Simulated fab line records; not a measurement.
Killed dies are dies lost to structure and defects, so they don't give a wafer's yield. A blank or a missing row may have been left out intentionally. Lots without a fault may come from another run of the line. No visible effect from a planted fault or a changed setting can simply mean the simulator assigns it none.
fab line records | flow nand_harc
record: lots: 6 wafers: 18 last_day: 24
route steps=1159 shown P_BONDPAD@366 END@1159
lots that met no fault: from a run of the same line without faults
start_h: hours from the record's opening day to when the first of the lot's shown wafers began | wait_h: hours since the lot's step before | " repeats the value in the row above | L1.1+2: one row covering several wafers at once | - no value, or no start was given | * or withheld: withheld | < > ~ a bound
route shown NAME@n: NAME is a module with steps in the file, n the number in the route of the first one | usual: mean/standard deviation of fault-free wafers | same: alike in all rows | chamber/n: place in a boat | sites: each site's reading | _std_site: standard deviation of those values | _edge_site: the outer-site mean with the inner-site mean subtracted | radius_mm: for every site, how far away it sits from the centre of the wafer | mask NAME#n: copy n | behind: tool/chamber where the wafer was last shaped | hold: cause of the lot's hold/its duration in hours/its outcome | device: the transistor (n, p or np) that didn't switch | end of line: tests run on the same wafers once the route is complete | a step with no rows: only its recipe | killed: not the wafer's yield, but the dies lost to structure and defects at the first sort | map: shows each die of a wafer: x if killed, . if not, _ if none is there
set.NAME: the setting as run; set.NAME@STEP: as run at that earlier step | model.NAME: the simulator's own value behind a step, which no gauge read
lots seen at some steps along the route; tables by step, rows by wafer
services: the hour from which a tool's chamber was out of use, counted from the record's first day as start_h (under 0 if before that day), plus the number of hours and why
== steps ==
step: NHARC_P_BONDPAD_HARDBAKE_10
recipe: temp_c: 118 time_s: 65
step: NHARC_P_BONDPAD_DESCUM_11
recipe: time_s: 3 o2_flow_sccm: 200 ar_flow_sccm: 0 bias_power_w: 0 chemistry: O2
step: NHARC_P_BONDPAD_ETCH_37
recipe: target_depth_a: 600 overetch_a: 180 time_s: 65.91 ion_energy_ev: 200 n2_flow_sccm: 150 h2_flow_sccm: 150 ar_flow_sccm: 0 rf_w: 400 bias_w: 150 chemistry: N2/H2
usual: drypump_motor_current_A: 5.9/0.44 h2_flow_sccm: 150.0/0.39 n2_flow_sccm: 150.0/0.43 oes_product_au: 1.003/0.01 rf_vpp_V: 429.5/2.2 showerhead_plenum_p_Torr: 2.00/0.07 throttle_valve_pct: 14.171/0.0085
columns lot.wafer tool chamber start_h wait_h drypump_motor_current_A h2_flow_sccm n2_flow_sccm oes_product_au rf_hours_counter_h rf_vpp_V showerhead_plenum_p_Torr throttle_valve_pct
L469.3 rie_diel-07 1 144.00 0.1 5.8 150.5 149.9 1.013 9 427.9 1.89 14.163
L469.5 " 3 " " 6.3 149.5 150.0 1.004 - 429.0 1.99 14.187
L469.6 " 0 " " 5.8 149.8 149.5 0.999 - 428.8 2.00 14.161
L474.1 rie_diel-07 2 176.13 0.1 6.2 150.0 150.8 1.008 13 429.5 1.98 14.168
L474.2 " 0 " " 5.8 150.0 150.3 1.001 12 428.3 2.00 14.185
L474.5 " 2 " " 6.1 150.7 150.3 1.011 - 429.2 1.98 14.173
L475.4 rie_diel-05 2 176.36 0.1 5.3 150.2 150.2 1.010 1 431.4 2.08 14.178
L475.5 " 2 " " 5.3 149.9 150.7 1.014 - 432.4 2.08 14.167
L475.6 " 3 " " 6.7 149.7 149.6 0.983 - 429.0 1.95 14.170
L477.1 rie_diel-07 1 184.72 0.1 5.8 150.4 150.4 1.010 11 425.6 1.89 14.170
L477.4 " 3 " " 6.2 149.6 150.2 1.008 13 429.9 1.99 14.174
L477.6 " 0 " " 5.8 150.3 149.3 0.994 - 430.4 2.00 14.152
L481.2 rie_diel-05 0 205.07 0.1 6.5 150.4 149.4 1.021 11 427.9 1.95 14.184
L481.3 " 1 " " 5.2 149.2 150.1 0.993 13 432.6 2.11 14.180
L481.4 " 3 " " 6.6 150.5 149.9 0.993 11 428.8 1.94 14.170
L486.4 rie_diel-07 0 238.84 0.1 5.8 150.4 150.3 1.002 0 429.7 2.00 14.169
L486.2 " 2 " " 6.1 149.8 149.1 0.997 0 429.1 1.97 14.175
L486.6 " 0 " " 5.8 149.6 150.4 1.013 - 430.3 2.00 14.164
step: NHARC_P_BONDPAD_ETCH_12
recipe: target_depth_a: 2000 time_s: 100 chf3_flow_sccm: 50 o2_flow_sccm: 10 ar_flow_sccm: 200 rf_w: 500 bias_w: 200 chemistry: CHF3/O2
step: NHARC_P_BONDPAD_CD_MEAS_13
usual: cd_nm: 498.7/2.3
columns lot.wafer tool chamber start_h wait_h cd_nm
L469.3 cd_sem-01 - 144.22 - 499.1
L469.5 " - " " 494.6
L469.6 " - " " 500.0
L474.1 cd_sem-01 - 176.36 - 499.3
L474.2 " - " " 499.9
L474.5 " - " " 498.3
L475.4 cd_sem-03 - 176.61 - 494.6
L475.5 " - " " 498.1
L475.6 " - " " 499.3
L477.1 cd_sem-01 - 184.95 - 501.4
L477.4 " - " " 498.8
L477.6 " - " " 501.7
L481.2 cd_sem-01 - 205.30 - 502.4
L481.3 " - " " 501.0
L481.4 " - " " 500.4
L486.2 cd_sem-03 - 239.07 - 499.1
L486.4 " - " " 496.8
L486.6 " - " " 498.0
step: NHARC_P_BONDPAD_STRIP_15
recipe: o2_flow_sccm: 500 ar_flow_sccm: 0 bias_w: 0 chemistry: O2
usual: drypump_motor_current_A: 5.9/0.49 oes_product_au: 1.006/0.0095 rf_vpp_V: 57.7/0.87 showerhead_plenum_p_Torr: 3.48/0.11 throttle_valve_pct: 17.037/0.0097
columns lot.wafer tool chamber start_h wait_h drypump_motor_current_A oes_product_au rf_hours_counter_h rf_vpp_V showerhead_plenum_p_Torr throttle_valve_pct
L469.3 rie_diel-07 1 144.32 0.1 5.8 1.004 9 56.0 3.30 17.027
L469.6 " 3 " " 6.2 1.021 - 56.7 3.45 17.035
L469.5 " 0 " " 5.8 1.011 - 57.2 3.46 17.032
L474.1 rie_diel-07 2 176.44 0.1 6.1 1.007 13 58.1 3.43 17.031
L474.2 " 3 " " 6.3 1.013 12 57.7 3.45 17.050
L474.5 " 2 " " 6.1 1.005 - 57.8 3.43 17.032
L475.4 rie_diel-05 0 176.69 0.1 6.5 1.004 1 57.5 3.40 17.033
L475.5 " 3 " " 6.6 0.992 - 56.8 3.38 17.031
L475.6 " 0 " " 6.5 1.012 - 56.0 3.40 17.044
L477.4 rie_diel-09 1 185.02 0.1 5.8 0.992 38 57.6 3.65 17.039
L477.1 " 0 " " 5.7 0.996 38 59.8 3.71 17.033
L477.6 " 1 " " 5.8 0.996 - 56.7 3.65 17.047
L481.4 rie_diel-07 0 205.38 0.1 5.8 1.007 15 56.9 3.46 17.030
L481.2 " 1 " " 5.8 1.010 13 57.0 3.30 17.032
L481.3 " 3 " " 6.3 1.022 15 57.3 3.45 17.046
L486.2 rie_diel-05 1 239.14 0.1 5.2 1.003 27 57.3 3.62 17.045
L486.4 " 3 " " 6.7 0.995 23 56.1 3.37 17.044
L486.6 " 2 " " 5.3 1.013 - 57.6 3.58 17.038
step: NHARC_P_BONDPAD_ETCH_24
recipe: target_depth_a: 300 over_etch_frac: 0.3 time_s: 72.99 ion_energy_ev: 150 cf4_flow_sccm: 50 n2_flow_sccm: 100 ar_flow_sccm: 150 rf_w: 300 bias_w: 100 chemistry: CF4/N2
usual: drypump_motor_current_A: 5.9/0.49 n2_flow_sccm: 100.0/0.3 oes_product_au: 1.003/0.01 rf_vpp_V: 313.4/1.6 showerhead_plenum_p_Torr: 2.58/0.086 throttle_valve_pct: 19.794/0.0089
columns lot.wafer tool chamber start_h wait_h drypump_motor_current_A n2_flow_sccm oes_product_au rf_hours_counter_h rf_vpp_V showerhead_plenum_p_Torr throttle_valve_pct
L469.3 rie_diel-07 0 - - 5.8 100.2 0.997 9 313.7 2.58 19.791
L469.5 " 3 " " 6.2 100.6 0.999 - 312.3 2.57 19.805
L469.6 " 0 " " 5.8 100.4 1.010 - 314.8 2.58 19.791
L474.1 rie_diel-07 1 - - 5.8 100.3 1.011 10 312.1 2.45 19.805
L474.2 " 0 " " 5.8 99.9 0.998 12 313.2 2.58 19.790
L474.5 " 1 " " 5.8 100.6 1.012 - 310.4 2.45 19.788
L475.4 rie_diel-05 0 - - 6.5 100.7 1.007 1 312.8 2.53 19.786
L475.6 " 3 " " 6.7 100.4 0.995 - 312.1 2.52 19.802
L475.5 " 0 " " 6.5 99.8 1.002 - 313.1 2.53 19.774
L477.1 rie_diel-09 1 - - 5.8 100.3 0.989 38 314.8 2.72 19.785
L477.4 " 3 " " 4.8 100.3 0.997 35 314.9 2.67 19.773
L477.6 " 1 " " 5.7 99.9 0.995 - 314.2 2.72 19.780
L481.3 rie_diel-07 2 - - 6.1 100.0 1.007 16 312.8 2.55 19.794
L481.4 " 3 " " 6.3 100.1 1.007 15 314.2 2.56 19.795
L481.2 " 0 " " 5.8 100.2 1.003 15 313.8 2.57 19.799
L486.4 rie_diel-05 2 - - 5.3 99.6 1.018 26 314.3 2.66 19.798
L486.2 " 3 " " 6.7 100.1 0.995 23 312.8 2.51 19.795
L486.6 " 3 " " 6.7 99.7 0.993 - 312.2 2.51 19.793
step: NHARC_P_BONDPAD_STRIP_16
recipe: time_s: 600 temp_c: 30 chemistry: post_etch_residue_remover
step: NHARC_P_BONDPAD_DEGAS_25
recipe: temp_c: 300 time_s: 60
usual: heater_power_w: 489/76
columns lot.wafer tool chamber start_h wait_h heater_power_w
L469.3 pvd_sputter-02 - 144.91 - 514
L469.6 " - " " 675
L469.5 " - " " 435
L474.1 pvd_sputter-01 - 177.00 - 492
L474.2 " - " " 456
L474.5 " - " " 463
L475.4 pvd_sputter-03 - 177.25 - 507
L475.5 " - " " 532
L475.6 " - " " 494
L477.1 pvd_sputter-02 - 185.58 - 363
L477.4 " - " " 490
L477.6 " - " " 434
L481.4 pvd_sputter-03 - 205.93 - 468
L481.2 " - " " 515
L481.3 " - " " 516
L486.4 pvd_sputter-03 - 239.71 - 489
L486.2 " - " " 533
L486.6 " - " " 476
step: NHARC_P_BONDPAD_PRE_CLEAN_26
recipe: time_s: 30 temp_c: 280 gas: H2/He
step: NHARC_P_BONDPAD_PVD_17
recipe: target_thk_a: 50 bias_v: 168.6 power_w: 15000 chamber_pressure_pa: 0.12 time_s: 8.06 substrate_temp_c: 50 material: TaN
step: NHARC_P_BONDPAD_PVD_27
recipe: target_thk_a: 300 chamber_pressure_pa: 5 power_w: 5000 substrate_temp_c: 30 time_s: 20.49 material: Cu
step: NHARC_P_BONDPAD_ECD_18
recipe: target_thk_a: 4000 bath_temp_c: 25 material: Cu
columns lot.wafer tool chamber start_h wait_h
L469.3+5+6 ecd_cu-02 0,0,1 145.34 -
L474.2+1+5 ecd_cu-02 0,1,0 177.36 -
L475.4+6+5 ecd_cu-01 0,1,0 177.75 -
L477.1+4+6 ecd_cu-01 1,0,1 185.93 -
L481.2+3+4 ecd_cu-01 1,0,1 206.34 -
L486.2+4+6 ecd_cu-02 1,0,1 240.13 -
step: NHARC_P_BONDPAD_ANNEAL_28
recipe: temp_c: 225 time_s: 90
step: NHARC_P_BONDPAD_CMP_19
recipe: t_overpolish_s: 30 cu_recess_touch_s: 16 target_thk_nm: 160.81
step: NHARC_P_BONDPAD_SRD_21
recipe: time_s: 30 temp_c: 23 dry_time_s: 20 spin_rpm: 1500
step: NHARC_P_BONDPAD_INSPECT_23
usual: raw_defect_count: 335/120
columns lot.wafer tool chamber start_h wait_h raw_defect_count
L469.3 defect_inspect-02 - 146.54 0.0 389
L469.5 " - " " 339
L469.6 " - " " 397
L474.1 defect_inspect-01 - 178.61 0.0 158
L474.2 " - " " 183
L474.5 " - " " 221
L475.4 defect_inspect-01 - 178.85 0.0 255
L475.5 " - " " 461
L475.6 " - " " 177
L477.1 defect_inspect-02 - 187.19 0.0 620
L477.4 " - " " 558
L477.6 " - " " 590
L481.2 defect_inspect-02 - 207.57 0.0 411
L481.3 " - " " 302
L481.4 " - " " 532
L486.2 defect_inspect-02 - 241.38 0.0 380
L486.4 " - " " 238
L486.6 " - " " 344
step: NHARC_P_BONDPAD_ACTIVATE_29
recipe: time_s: 60 n2_flow_sccm: 200 ar_flow_sccm: 0 bias_power_w: 0 chemistry: N2
usual: drypump_motor_current_A: 6.0/0.43 n2_flow_sccm: 200.0/0.58 oes_product_au: 1.005/0.0088 rf_vpp_V: 63.9/0.85 showerhead_plenum_p_Torr: 1.72/0.052
columns lot.wafer tool chamber start_h wait_h drypump_motor_current_A n2_flow_sccm oes_product_au rf_hours_counter_h rf_vpp_V showerhead_plenum_p_Torr
L469.3 rie_diel-07 0 146.64 0.1 5.8 199.3 1.003 9 64.4 1.73
L469.6 " 1 " " 5.8 199.6 1.006 - 63.5 1.64
L469.5 " 2 " " 6.2 200.2 1.007 - 63.7 1.71
L474.2 rie_diel-07 2 178.67 0.1 6.1 199.0 1.003 13 63.3 1.71
L474.1 " 0 " " 5.8 200.3 0.999 12 64.3 1.73
L474.5 " 2 " " 6.1 200.7 1.009 - 64.0 1.71
L475.4 rie_diel-07 0 178.96 0.1 5.8 200.6 0.997 12 64.2 1.73
L475.6 " 1 " " 5.8 199.2 1.004 - 63.1 1.64
L475.5 " 2 " " 6.1 199.9 1.005 - 62.8 1.71
L477.4 rie_diel-05 1 187.26 0.1 5.2 200.5 0.996 5 63.1 1.83
L477.1 " 3 " " 6.6 200.0 1.002 4 64.5 1.69
L477.6 " 2 " " 5.3 200.1 1.011 - 63.5 1.80
L481.4 rie_diel-07 3 207.63 0.1 6.3 200.1 1.018 16 62.7 1.72
L481.3 " 0 " " 5.8 200.1 1.003 15 63.6 1.73
L481.2 " 2 " " 6.2 200.1 1.005 16 63.3 1.71
L486.2 rie_diel-07 1 241.44 0.1 5.8 201.0 1.017 0 62.2 1.64
L486.4 " 0 " " 5.8 200.6 1.012 0 64.0 1.73
L486.6 " 1 " " 5.8 199.3 1.010 - 63.2 1.64
step: NHARC_P_BONDPAD_PRECLEAN_30
recipe: time_s: 300 temp_c: 23 chemistry: DIW
step: NHARC_P_BONDPAD_SRD_31
recipe: time_s: 30 temp_c: 23 dry_time_s: 20 spin_rpm: 1500
step: NHARC_END_SORT_01
recipe: temp_c: 25
usual: defect_limited_yield: 95.3/1.3 killed_at_array: 28/9.1 killed_at_other: 0.6/0.87 killed_at_periphery: 3.4/2.7 killed_dies: 32/9 killed_open: 3.2/1.9 killed_short: 2.0/1.3 sort_bin_2_pct: 1.5/0.57 sort_bin_3_pct: 0.26/0.22 sort_bin_4_pct: 2.9/0.91 sort_n_pass: 645/9 sort_rim_yield_pct: 93/3.3 sort_yield_pct: 95.3/1.3
same: gross_dies: 677 sort_bin_5_pct[%]: 0 sort_bin_6_pct[%]: 0 sort_bin_7_pct[%]: 0 sort_bin_8_pct[%]: 0 sort_rim_n_gross: 106.00
columns lot.wafer tool chamber start_h wait_h defect_limited_yield[%] killed_at_array killed_at_other killed_at_periphery killed_dies killed_open killed_short sort_bin_2_pct[%] sort_bin_3_pct[%] sort_bin_4_pct[%] sort_n_pass sort_rim_yield_pct[%] sort_yield_pct[%]
L469.3 prober-02 0 441.33 3.1 97.0 17 0 3 20 1 3 0.9 0 2.1 657 95 97.0
L469.5 prober-02 0 442.92 3.7 95.3 28 0 4 32 4 4 1.9 0.15 2.7 645 92 95.3
L469.6 prober-02 0 443.71 4.0 94.8 25 0 10 35 3 3 1.6 0.59 3.0 642 93 94.8
L474.1 prober-02 0 486.19 2.5 96.9 17 1 3 21 1 3 0.6 0.15 2.4 656 96 96.9
L474.2 prober-02 0 486.98 2.8 96.9 17 0 4 21 1 2 1.2 0 1.9 656 96 96.9
L474.5 prober-02 0 489.35 3.7 96.8 20 0 2 22 4 2 0.6 0.15 2.5 655 97 96.8
L475.4 prober-02 0 496.40 3.4 95.7 28 0 1 29 4 1 1.2 0.15 3.0 648 93 95.7
L475.5 prober-02 0 497.20 3.7 94.7 33 0 3 36 1 3 1.6 0.44 3.2 641 93 94.7
L475.6 prober-02 0 498.00 4.0 95.3 27 0 5 32 2 2 1.0 0.30 3.4 645 98 95.3
L481.2 prober-02 0 518.43 2.8 0.6 29 1 643 673 4 3 96.3 0 3.1 4 1 0.6
L481.3 prober-02 0 519.24 3.1 1.2 31 0 638 669 3 1 95.4 0 3.4 8 8 1.2
L481.4 prober-02 0 520.05 3.4 0.7 23 1 648 672 7 1 97.0 0 2.2 5 0 0.7
L477.1 prober-02 0 533.32 2.5 3.0 26 0 631 657 4 3 93.4 0 3.7 20 0 3.0
L477.4 prober-02 0 535.69 3.4 0.9 33 1 637 671 5 1 95.6 0.30 3.2 6 3 0.9
L477.6 prober-02 0 537.28 4.0 1.3 36 1 631 668 7 2 94.8 0.15 3.7 9 0 1.3
L486.2 prober-02 0 580.94 2.8 94.4 36 2 0 38 2 1 1.5 0 4.1 639 91 94.4
L486.4 prober-02 0 582.55 3.4 93.4 43 1 1 45 6 1 1.6 0.74 4.3 632 90 93.4
L486.6 prober-02 0 584.17 4.0 93.5 39 0 5 44 3 3 1.9 0.15 4.4 633 93 93.5
killed by level:class
L469.3 A_SLIT:chamber_film_flake=5 A_CHANNEL_HOLE_D1:chamber_film_flake=4 A_STAIRCASE:chamber_film_flake=2 A_WL_FILL:chamber_film_flake=2 A_ONON_D1:geometric_particle:open=1 A_CHANNEL_HOLE_D1:geometric_particle:short=1 A_SGD_CUT:geometric_particle:short=1 A_WL_FILL:geometric_particle:short=1
L469.5 A_SLIT:chamber_film_flake=9 A_CHANNEL_HOLE_D1:chamber_film_flake=4 A_STAIRCASE:chamber_film_flake=4 P_M1:chamber_film_flake=3 A_ONON_D1:geometric_particle:short=1 A_ONON_D1:geometric_particle:open=1 A_CHANNEL_FILL_D1:geometric_particle:short=1 A_CHANNEL_FILL_D1:geometric_particle:open=1
L469.6 A_SLIT:chamber_film_flake=13 P_M1:chamber_film_flake=4 A_WL_FILL:chamber_film_flake=4 P_STI:chamber_film_flake=2 A_M0:chamber_film_flake=2 P_CONTACT:geometric_particle:open=1 P_M0:geometric_particle:open=1 P_M1:geometric_particle:open=1
L474.1 A_STAIRCASE:chamber_film_flake=5 A_CONTACT:chamber_film_flake=5 P_M0:chamber_film_flake=2 A_CHANNEL_HOLE_D1:chamber_film_flake=2 A_ONON_D1:geometric_particle:short=1 A_CHANNEL_FILL_D1:geometric_particle:short=1 A_SGD_CUT:geometric_particle:short=1 A_CONTACT:geometric_particle:open=1
L474.2 A_CHANNEL_HOLE_D1:chamber_film_flake=6 A_STAIRCASE:chamber_film_flake=4 A_CONTACT:chamber_film_flake=4 P_M0:chamber_film_flake=2 P_GATE:geometric_particle:open=1 A_SOURCE_PLATE:geometric_particle:short=1 A_CONTACT:geometric_particle:short=1 P_ZERO_WELL:chamber_film_flake=1
L474.5 A_CONTACT:chamber_film_flake=9 A_CHANNEL_HOLE_D1:chamber_film_flake=4 A_STAIRCASE:chamber_film_flake=3 P_CONTACT:geometric_particle:open=2 A_SGD_CUT:geometric_particle:open=1 A_SGD_CUT:geometric_particle:short=1 A_SLIT:geometric_particle:short=1 A_CONTACT:geometric_particle:open=1
L475.4 A_SLIT:chamber_film_flake=13 A_WL_FILL:chamber_film_flake=3 A_CONTACT:chamber_film_flake=3 A_CHANNEL_HOLE_D1:chamber_film_flake=2 A_STAIRCASE:chamber_film_flake=2 P_M2:geometric_particle:open=1 A_SOURCE_PLATE:geometric_particle:open=1 A_SOURCE_PLATE:geometric_particle:short=1
L475.5 A_SLIT:chamber_film_flake=12 A_CHANNEL_HOLE_D1:chamber_film_flake=6 A_WL_FILL:chamber_film_flake=5 A_CONTACT:chamber_film_flake=5 P_STI:chamber_film_flake=2 P_M0:geometric_particle:open=1 A_ONON_D1:geometric_particle:short=1 A_CHANNEL_FILL_D1:geometric_particle:short=1
L475.6 A_SLIT:chamber_film_flake=10 A_WL_FILL:chamber_film_flake=5 A_BONDPAD:chamber_film_flake=4 A_CONTACT:chamber_film_flake=3 P_ZERO_WELL:chamber_film_flake=2 A_CHANNEL_HOLE_D1:chamber_film_flake=2 P_GATE:geometric_particle:open=1 P_GATE:geometric_particle:short=1
L481.2 P_BONDPAD:area_ecd=640 A_SLIT:chamber_film_flake=11 A_CHANNEL_HOLE_D1:chamber_film_flake=4 A_CONTACT:chamber_film_flake=4 A_WL_FILL:chamber_film_flake=3 A_CONTACT:geometric_particle:open=2 A_STAIRCASE:chamber_film_flake=2 P_CONTACT:geometric_particle:open=1
L481.3 P_BONDPAD:area_ecd=635 A_SLIT:chamber_film_flake=17 A_CONTACT:chamber_film_flake=5 A_CHANNEL_HOLE_D1:chamber_film_flake=4 P_GATE:chamber_film_flake=2 A_STAIRCASE:chamber_film_flake=2 P_M2:geometric_particle:open=1 A_CHANNEL_FILL_D1:geometric_particle:short=1
L481.4 P_BONDPAD:area_ecd=643 A_SLIT:chamber_film_flake=9 A_STAIRCASE:chamber_film_flake=4 P_GATE:chamber_film_flake=3 A_CONTACT:chamber_film_flake=3 A_CHANNEL_HOLE_D1:chamber_film_flake=2 P_GATE:geometric_particle:open=1 P_M1:geometric_particle:open=1
L477.1 P_BONDPAD:area_ecd=627 A_SLIT:chamber_film_flake=12 A_CHANNEL_HOLE_D1:chamber_film_flake=6 A_STAIRCASE:chamber_film_flake=2 P_M0:geometric_particle:short=1 P_M1:geometric_particle:open=1 A_CHANNEL_FILL_D1:geometric_particle:short=1 A_SLIT:geometric_particle:short=1
L477.4 P_BONDPAD:area_ecd=631 A_SLIT:chamber_film_flake=22 A_CHANNEL_HOLE_D1:chamber_film_flake=3 P_M0:geometric_particle:open=2 A_CHANNEL_FILL_D1:chamber_film_flake=2 P_ZERO_WELL:chamber_film_flake=2 A_CHANNEL_HOLE_D1:geometric_particle:open=1 A_CHANNEL_FILL_D1:geometric_particle:open=1
L477.6 P_BONDPAD:area_ecd=628 A_SLIT:chamber_film_flake=21 A_CHANNEL_HOLE_D1:chamber_film_flake=4 P_CONTACT:geometric_particle:open=2 A_CONTACT:geometric_particle:open=2 A_STAIRCASE:chamber_film_flake=2 A_CONTACT:chamber_film_flake=2 P_M1:geometric_particle:open=1
L486.2 A_SLIT:chamber_film_flake=14 A_STAIRCASE:chamber_film_flake=9 A_CHANNEL_HOLE_D1:chamber_film_flake=7 A_CONTACT:chamber_film_flake=3 A_M0:geometric_particle:open=2 THIN_TSV:chamber_film_flake=2 A_ONON_D1:geometric_particle:short=1
L486.4 A_SLIT:chamber_film_flake=14 A_STAIRCASE:chamber_film_flake=9 A_CHANNEL_HOLE_D1:chamber_film_flake=8 A_CONTACT:chamber_film_flake=4 A_ONON_D1:geometric_particle:open=2 A_CONTACT:geometric_particle:open=2 A_SOURCE_PLATE:geometric_particle:open=1 A_SGD_CUT:geometric_particle:short=1
L486.6 A_SLIT:chamber_film_flake=13 A_CHANNEL_HOLE_D1:chamber_film_flake=7 A_STAIRCASE:chamber_film_flake=7 A_CONTACT:chamber_film_flake=7 P_BONDPAD:chamber_film_flake=3 P_CONTACT:geometric_particle:open=1 A_CHANNEL_FILL_D1:geometric_particle:open=1 A_SGD_CUT:geometric_particle:short=1
map L477.4 (x killed, . not)
____________x____________
_________xxxxxxx_________
_______xxxxxxxxxxx_______
______x.xxxxxxxxxx.______
_____xxxxxxxxxxxxxxx_____
____xxxxxxxxxxxxxxxxx____
____xxxxxxxxxxxxxxxxx____
___xxxxxxxxxxxxxxxxxxx___
___xxxxxxxxxxxxxxxxxxx___
__xxxxxxxxxxxxxxxxxxxxx__
__xxxxxxxxxxxxxxxxxxxxx__
_xxxxxxxxxxxxxxxxxxxxxxx_
_xxxxxxxxxxxxxxxxxxxxxxx_
_xxxxxxxxxxxxxxxxxxxxxxx_
_xxxxxxxxxxxxxxxxxxxxxxx_
_xxxxxxxxxxxxxxxxxxxxxxx_
xxxxxxxxxxxxxxxxxxxxxxxxx
xxxxxxxxxxxxxxxxxxxxxxxxx
xxxxxxxxxxxxxxxxxxxxxxxxx
xxxxxxxxxxxxxxxxxxxxxxxxx
xxxxxxxxxxxxxxxxxxxxxxxxx
_xxxxxxxxxxxxxxxxxxxxxxx_
_xxxxxxxxxxxxxxxxxxxxxxx_
_xxxxxxxxxxxxxxxxxxxxxxx_
_xxxxxxxxxxxxxxxxxxxxxxx_
_xxxxxxxxxxxxxxxxxxxxxxx_
__xxxxxxxxxxxxxxxxxxxxx__
__xxxxxxxxxxxxxxxxxxxx.__
___xxxxxxxxxxxxxxxxxxx___
___xx.xxxxxxxx.xxxxxxx___
____xxxxxxxxxxxxxxxxx____
____xxxxxxxxxxxxxx.xx____
_____xxxxxxxxxxxxxxx_____
______xxxxxxxxxxxxx______
_______xxxxxxxxxxx_______
_________xxxxxxx_________
____________x____________
map L481.2 (x killed, . not)
____________x____________
_________xxxxxxx_________
_______xxxxxxxxxxx_______
______xxxxxxxxxxxxx______
_____xxxxxxxxxxxxxxx_____
____xxxxxxxxxxxxxxxxx____
____xxxxxxxxxxxxxxxxx____
___xxxxxxxxxxxxxxxxxxx___
___xxxxxxxxxxxxxxxxxxx___
__xxxxxxxxxxxxxxxxxxxxx__
__xxxxxxxxxxxxxxxxxxxxx__
_xxxxxxxxxxxxxxxxxxxxxxx_
_xxxxxxxxxxxxxxxxxxxxxxx_
_xxxxxxxxxxxxxxxxxxxxxxx_
_xxxxxxxxxxxxxxxxxxxxxxx_
_xxxxxxxxxxxxxxxxxxxxxxx_
xxxxxxxxxxxxxxxxxxxxxxxxx
xxxxxxxxxxxxxxxxxxxxxxxxx
xxxxxxxxxxxxxxxxxxxxxxxxx
xxxxxxxxxxxxxxxxxxxxxxxxx
xxxxxxxxxxxxxxxxxxxxxxxxx
_xxxxxxxxxxxxxxxxxxxxxxx_
_xxxxxxxxxxxxxxxxxxxxxxx_
_xxxxxxxxxxxxxxxxxxxxxxx_
_xxxxxxxxxxxxxxxxxxxxxxx_
_xxxxxxxxxxxxxxxxxxxxxxx_
__xxxxxx.xxxxxxxxxxxxxx__
__xxxxxxxxxxxxxxxxxxxxx__
___xxxxxxxxxxxxxxxxxxx___
___xxxxxxxxxxx.xxxxxxx___
____xx.xxxxxxxxxxxxxx____
____xxxxxxxxxxxxxxxxx____
_____xxxxxxxxxxxxxxx_____
______xxxxxxxxxxxxx______
_______xx.xxxxxxxx_______
_________xxxxxxx_________
____________x____________
== services ==
columns tool chamber start_h hours kind
rie_diel-07 0 133.70 - clean
rie_diel-07 1 133.70 - clean
rie_diel-07 2 133.70 - clean
rie_diel-07 3 133.70 - clean
rie_diel-05 3 137.49 9.1 repair
rie_diel-07 1 151.37 16.3 repair
pvd_sputter-01 - 158.00 10.0 pm
rie_diel-07 0 158.24 - clean
rie_diel-07 2 158.24 - clean
rie_diel-07 3 158.24 - clean
rie_diel-05 - 163.60 9.0 pm
pvd_sputter-03 - 167.14 8.3 repair
rie_diel-05 2 178.34 2.3 repair
rie_diel-09 3 178.49 5.0 repair
ecd_cu-02 - 180.00 8.0 pm
rie_diel-07 0 182.74 - clean
rie_diel-07 1 182.74 - clean
rie_diel-07 2 182.74 - clean
rie_diel-07 3 182.74 - clean
rie_diel-07 0 207.24 - clean
rie_diel-07 1 207.24 - clean
rie_diel-07 2 207.24 - clean
pvd_sputter-02 - 214.01 10.0 pm
rie_diel-07 - 228.23 9.0 pm
== key ==
first_sign: step: NHARC_END_SORT_01 reading: killed_at_periphery direction: up sigmas: 99+ usual: 3.4 struck: 638
effect: step: NHARC_END_SORT_01 reading: sort_bin_2_pct direction: up sigmas: 99+ usual: 1.5 struck: 95.4
more_kills_born_at: NHARC_P_BONDPAD_ECD_18@ecd_cu-01: 3804
met_at NHARC_P_BONDPAD_ECD_18
struck_wafers L477.1,L477.4,L477.6,L481.2,L481.3,L481.4
later_rows_left_out L477.1,L477.4,L477.6,L481.2,L481.3,L481.4
onset_between 177.75 185.93
fault: kind: process_parameter_drift tool: ecd_cu-01 chamber: - onset_h: 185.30 steps: NHARC_P_BONDPAD_ECD_18 channel: target_thk_a offset: * shape: step end_h: 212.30 acts_in: * stated: *
later_rows_left_out: the simulator's readings of these wafers behind a module that went badly wrong aren't trusted and aren't shown, but for the sort
